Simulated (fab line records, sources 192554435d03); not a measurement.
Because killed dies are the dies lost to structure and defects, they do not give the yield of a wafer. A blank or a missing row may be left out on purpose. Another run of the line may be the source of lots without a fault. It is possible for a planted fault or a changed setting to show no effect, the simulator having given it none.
A lot that was struck, set against a sound lot | flow n5 finfet | 14 steps out of a route of 1938
Sound: these wafers, L218.1, L218.2, L218.5. Struck: wafer L222.5; the same lot's L222.4 was not struck, so it is left out; see the end for the cause.
Order at every step that has rows: each side's tool, ch and its chambers, its first start. Under that, the readings that differ: sound wafers | struck wafers | difference of the means | sigmas: that difference in standard deviations of wafers without a fault.
alike: readings whose means differ by less than 2 such deviations, and words and numbers that are the same on both sides. not compared: withheld readings, readings that some wafer has no value for, bounds like >300 that may hide the same value, and numbers for which the record gives no deviation and whose values overlap.
The two part at a step that has a row with sigmas, a row that says differs or no value, or rows on one side only. Numbers that don't overlap but have no deviation are shown without sigmas and don't part them. A reading missing from all wafers of one side parts the sides only when that side holds two or more wafers.

N5_BEOL_M5_SPUTTER_83: material Cu, target thk 15 nm, time 27.62 s.
  sound on pvd sputter-03 at day 9 02:16; struck on pvd sputter-01 at day 10 03:58
  alike: throttle valve pct
N5_BEOL_M5_ANNEAL_84: time 1800 s.
  sound on pvd sputter-03 at day 9 02:21; struck on pvd sputter-01 at day 10 04:02
  alike: heater power w
N5_BEOL_M5_SPUTTER_88: material Cu, target thk 15 nm, time 27.62 s.
  sound on pvd sputter-03 at day 9 03:21; struck on pvd sputter-01 at day 10 05:03
  alike: throttle valve pct
then, 3 steps without rows for these wafers: N5_BEOL_M5_ANNEAL_89 (time 1800 s); N5_BEOL_M5_SPUTTER_90 (material Cu, target thk 4.5 nm, time 8.29 s); N5_BEOL_M5_ECD_50 (material Cu, target thk 300 nm).
N5_BEOL_M5_ANNEAL_51: time 90 s.
  sound on rtp anneal-01 ch 0, day 9 04:38; struck on rtp anneal-02 ch 0, day 10 06:28
  alike: anneal temp c max, wafer_temp_C_max
N5_BEOL_M5_CMP_52: polishes, stops on SiCOH lowk, t overpolish 6.9 s, target thk 62 nm.
  sound on cmp-02 ch 0,3, day 9 04:56; struck on cmp-02 ch 0, day 10 06:45
  alike: barrier field endpoint s, motor current A, overpolish run s, platen rpm, time to endpoint s
  not compared: pad life wafers
N5_BEOL_M5_THK_MEAS_53: measures by xrf.
  sound on film metro-02 at day 9 05:14; struck on film metro-01 at day 10 06:56
  reading     | sound          | struck | difference | sigmas
  M5_THK (nm) | 58.9 57.5 60.1 | 62.8   | +4.0       | +2
then, 3 steps without rows for these wafers: N5_BEOL_M5_PRE_CLEAN_77 (time 15 s); N5_BEOL_M5_CO_CAP_78 (material Co, precursor CCTBA/H2, target thk 2 nm, time 102.1 s); N5_BEOL_M5_PRE_CLEAN_55 (time 15 s).
N5_BEOL_M5_DEP_56: deposits SiCN from 3MS/NH3, target thk 8 nm, time 14 s.
  sound on pecvd-01 ch 0,1, day 9 05:26; struck on pecvd-04 ch 2, day 10 07:08
  reading                                  | sound       | struck | difference | sigmas
  model.SiCN_of_BEOL_M5_DEP_56.thk nm (nm) | 7.8 7.8 7.8 | 13     | +5         |
  alike: showerhead plenum p Torr, throttle valve pct
N5_BEOL_M5_RS_MEAS_57: measures by four-point-probe.
  sound on film metro-02 at day 9 05:30; struck on film metro-01 at day 10 07:11
  reading        | sound             | struck | difference | sigmas
  M5_RS (ohm/sq) | 0.408 0.424 0.402 | 0.371  | -0.040     | -3

## WHERE THEY PART
At N5_BEOL_M5_THK_MEAS_53 first; at N5_BEOL_M5_RS_MEAS_57 last (within this record only).

WHY: the cause the simulator had injected
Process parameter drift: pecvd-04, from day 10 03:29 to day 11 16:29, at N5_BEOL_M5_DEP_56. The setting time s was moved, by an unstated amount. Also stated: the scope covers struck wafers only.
